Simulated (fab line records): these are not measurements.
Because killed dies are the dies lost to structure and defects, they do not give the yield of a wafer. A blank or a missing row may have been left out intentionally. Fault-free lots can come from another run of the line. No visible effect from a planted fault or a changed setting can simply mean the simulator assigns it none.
Matching of chambers    flow n5-finfet    4 sister chambers for N5_BEOL_M7_ETCH_61 on rie-diel-05
The step etches SiARC in CF4, target depth 45.5 nm, time 75.8 s. 8 wafers are shown with their chamber, then 7 later ones without.

== WAFERS WITH THEIR CHAMBER ==
wafer   chamber  showerhead-plenum-p-Torr (Torr)  drypump-motor-current-A (A)
L761.1  0        2.11                             6.5
L763.3  2        2.03                             6.3
L763.5  1        2.19                             5.0
L764.1  1        2.19                             5.0
L764.3  3        2.05                             5.5
L764.6  2        2.03                             6.4
L774.2  3        2.04                             5.5
L774.4  0        2.10                             6.4

== WAFERS WHOSE CHAMBER IS MISSING ==
wafer   showerhead-plenum-p-Torr (Torr)  drypump-motor-current-A (A)
L774.6  2.28                             6.3
L776.2  2.04                             5.5
L776.4  2.04                             5.5
L776.6  2.10                             6.4
L775.1  2.10                             6.4
L775.4  2.10                             6.4
L775.6  2.04                             5.5

== CHAMBER TAKEN BY EACH ==
wafer    from the rows above   in truth
L774.6   1                     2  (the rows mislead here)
L776.2   3                     3
L776.4   3                     3
L776.6   0                     0
L775.1   0                     0
L775.4   0                     0
L775.6   3                     3
Correct placement for 6 of the 7. From these rows, 0 cannot be placed. 1 placed wrongly.
How it was worked out, from the rows above alone: a wafer's distance from a chamber is the root of the sum, over the readings, of the square of ((its reading less the chamber's mean) divided by the reading's scatter). The wafer belongs to the nearest chamber; if the next one is less than 2 further off, it can't be placed. For every chamber, the mean is computed from those of its wafers that are shown. The scatter: take each reading less its chamber's mean, square it, sum over the shown wafers, divide by the number of wafers less the number of chambers, and take the root.
